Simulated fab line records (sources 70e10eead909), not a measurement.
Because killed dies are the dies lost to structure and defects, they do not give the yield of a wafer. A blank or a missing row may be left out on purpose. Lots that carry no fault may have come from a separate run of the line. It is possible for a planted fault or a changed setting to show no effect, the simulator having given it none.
Which tool did it? | flow nand-harc | Sampling: 6 lots, 18 wafers, 3 of 1302 route steps

WHAT THE GAUGES SHOWED, per wafer
NHARC_A_BONDPAD_CD_MEAS_09 targets a cd of 500 nm.
lot  | measured     | on        | cd-nm (nm)
L713 | day 24 03:46 | cd-sem-02 | 501.2 499.6 498.2
L716 | day 24 20:04 | cd-sem-03 | 504.3 501.7 498.2
L719 | day 25 22:32 | cd-sem-01 | 500.8 497.3 502.2
L721 | day 26 13:43 | cd-sem-01 | 496.7 498.6 498.5
L727 | day 29 12:17 | cd-sem-02 | 496.2 498.4 499.9
L734 | day 31 23:35 | cd-sem-02 | 502.5 499.2 502.5

EACH LOT AND THE TOOL THAT RAN IT (in order: tool; ch and the chambers of the sampled wafers; start)
lot  | NHARC_A_ONON_D2_DEP_03           | NHARC_A_BONDPAD_DEP_00
L713 | pecvd-onon-03 ch 0, day 12 22:24 | pecvd-04 ch 0,2, day 24 02:43
L716 | pecvd-onon-03 ch 0, day 13 15:11 | pecvd-01 ch 1,2, day 24 18:50
L719 | pecvd-onon-01 ch 0, day 14 20:59 | pecvd-04 ch 0,1, day 25 21:11
L721 | pecvd-onon-02 ch 0, day 15 14:02 | pecvd-03 ch 1,2, day 26 12:40
L727 | pecvd-onon-02 ch 0, day 18 14:04 | pecvd-01 ch 0,1, day 29 11:16
L734 | pecvd-onon-03 ch 0, day 21 13:01 | pecvd-03 ch 0,1,2, day 31 22:29
- NHARC_A_ONON_D2_DEP_03: target thk 1000 nm.
- NHARC_A_BONDPAD_DEP_00: deposits SiCN, target thk 250 nm.

THE ANSWER, worked out from the rows above alone
Rule: the lots themselves supply what counts as usual. Put in order of their means at a reading, lots are off if they are a third of the lots or fewer, leave a main group of 4 or more, and stand apart from it by a gap of 3 or more times the standard deviation of the main group's means; of several such gaps the widest counts. Not used: any main group whose means are identical at the precision the tables above print for the reading. Also off: a lot with no number at a reading for which 4 or more lots have one. Where the step has rows for the other lots, those lots are counted as sound.
Across all readings shown, no lot is off: no conclusion can be drawn from this.

WHAT WAS PUT IN BY THE SIMULATOR
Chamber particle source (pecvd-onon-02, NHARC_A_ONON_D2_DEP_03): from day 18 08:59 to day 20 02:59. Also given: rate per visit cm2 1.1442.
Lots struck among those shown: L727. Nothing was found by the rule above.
